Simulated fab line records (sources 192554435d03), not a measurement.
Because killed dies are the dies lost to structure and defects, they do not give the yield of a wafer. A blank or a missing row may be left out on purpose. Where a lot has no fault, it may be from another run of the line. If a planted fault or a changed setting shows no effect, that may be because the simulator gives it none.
A lot that was struck, set against a sound lot	flow n5_finfet	21 out of 1938 route steps
Sound: wafers L825.2, L825.5, L825.6. Struck: wafers L826.1, L826.2, L826.4. The cause is given at the end.
Order at every step that has rows: each side's tool, ch and its chambers, its first start. Under that, the readings that differ: sound wafers	struck wafers	difference of the means	sigmas: that difference in standard deviations of wafers without a fault.
alike: a reading whose means differ by less than 2 such deviations, as well as words and numbers matching on both sides. not compared: withheld readings; readings where some wafer has no value; bounds like >300 that might hide an equal value; numbers whose values overlap and for which the record gives no deviation.
The two part at a step that has a row with sigmas, a row that says differs or no value, or rows on one side only. Non-overlapping numbers with no deviation appear without sigmas and do not part them. Lack of a reading on every wafer of one side parts them only where that side has two or more wafers.

first, 9 steps without rows for these wafers: N5_BEOL_M3_CO_CAP_55 (material Co, precursor CCTBA/H2, target thk 2 nm, time 102.1 s); N5_BEOL_M3_PRE_CLEAN_56 (time 15 s); N5_BEOL_M3_DEP_57 (deposits SiCN from 3MS/NH3, target thk 8 nm, time 14 s); N5_BEOL_M4_ILD_DEP_00 (deposits SiOC from DEMS/O2, target thk 79 nm, time 15.3 s); N5_BEOL_M4_PECVD_72 (deposits SiO2 from TEOS/O2, target thk 16 nm, time 18 s); N5_BEOL_M4_HM_DEP_02 (deposits TiN, target thk 20 nm); N5_BEOL_M4_COAT_61 (time 60 s, resist thk 60 nm); N5_BEOL_M4_COAT_62 (time 60 s, resist thk 12 nm); N5_BEOL_M4_COAT_73 (time 60 s, resist thk 5 nm).
N5_BEOL_M4_COAT_05: resist thk 30 nm.
  sound on litho_track-01 ch 0, day 11 03:49; struck on litho_track-03 ch 0, day 11 03:43
reading	sound	struck	difference	sigmas
spin_speed_rpm (rpm)	1499.5 1499.2 1499.4	1814.7 1815.0 1815.0	+315.5	+99 or more
model.CAR-EUV_of_BEOL_M4_COAT_05.thk_nm (nm)	30 30 30	27.4 27.4 27.4	-2.6	
  alike: chill_plate_temp_C, resist_line_temp_C
then, 7 steps without rows for these wafers: N5_BEOL_M4_EBR_07; N5_BEOL_M4_SOFTBAKE_06 (time 60 s); N5_BEOL_M4_EXPOSE_08 (exposes mask M4); N5_BEOL_M4_PEB_09 (peb time 60 s); N5_BEOL_M4_DEVELOP_10 (develop time 30 s); N5_BEOL_M4_DESCUM_16 (chemistry O2, time 7 s); N5_BEOL_M4_ETCH_74 (etches underlayer in N2/H2, target depth 6.5 nm, time 5.2 s).
N5_BEOL_M4_ETCH_63: etches SiARC in CF4, target depth 15.6 nm, time 26 s.
  sound on rie_diel-04 ch 1,2, day 11 04:32; struck on rie_diel-06 ch 0,2, day 11 04:16
reading	sound	struck	difference	sigmas
model.CAR-EUV_of_BEOL_M4_COAT_05.thk_nm (nm)	11.2 11.2 11	8.6 8.4 8.4	-2.7	
  alike: chamber_pressure_mTorr, drypump_motor_current_A, etch_rf_on_time_s, oes_product_au, rf_vpp_V, showerhead_plenum_p_Torr, throttle_valve_pct
  not compared: rf_hours_counter_h
then, 1 step without rows for these wafers: N5_BEOL_M4_ETCH_64 (etches SOC in N2/H2, target depth 75 nm, overetch 22.5 nm, time 121.9 s).
N5_BEOL_M4_RC_MEAS_101:
  sound on prober-01 ch 0, day 11 18:29; struck on prober-01 ch 0, day 11 14:37
reading	sound	struck	difference	sigmas
VT_N (mV)	253.0 249.6 252.1	247.9 245.4 246.3	-5.0	-2
  alike: DIBL_N, DIBL_P, IOFF_N, IOFF_P, ION_N, ION_P, SS_N, SS_P, VT_P
N5_PASSIVATION_PROBE_49:
  the record holds rows for the sound wafers here (prober-02, day 15 21:15) but none for the struck ones

== WHERE THEY PART ==
At N5_BEOL_M4_COAT_05 first; at N5_PASSIVATION_PROBE_49 last (within this record only).

WHY: whatever the simulator had introduced
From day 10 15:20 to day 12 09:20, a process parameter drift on litho_track-03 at N5_BEOL_M4_COAT_05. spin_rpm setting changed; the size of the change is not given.
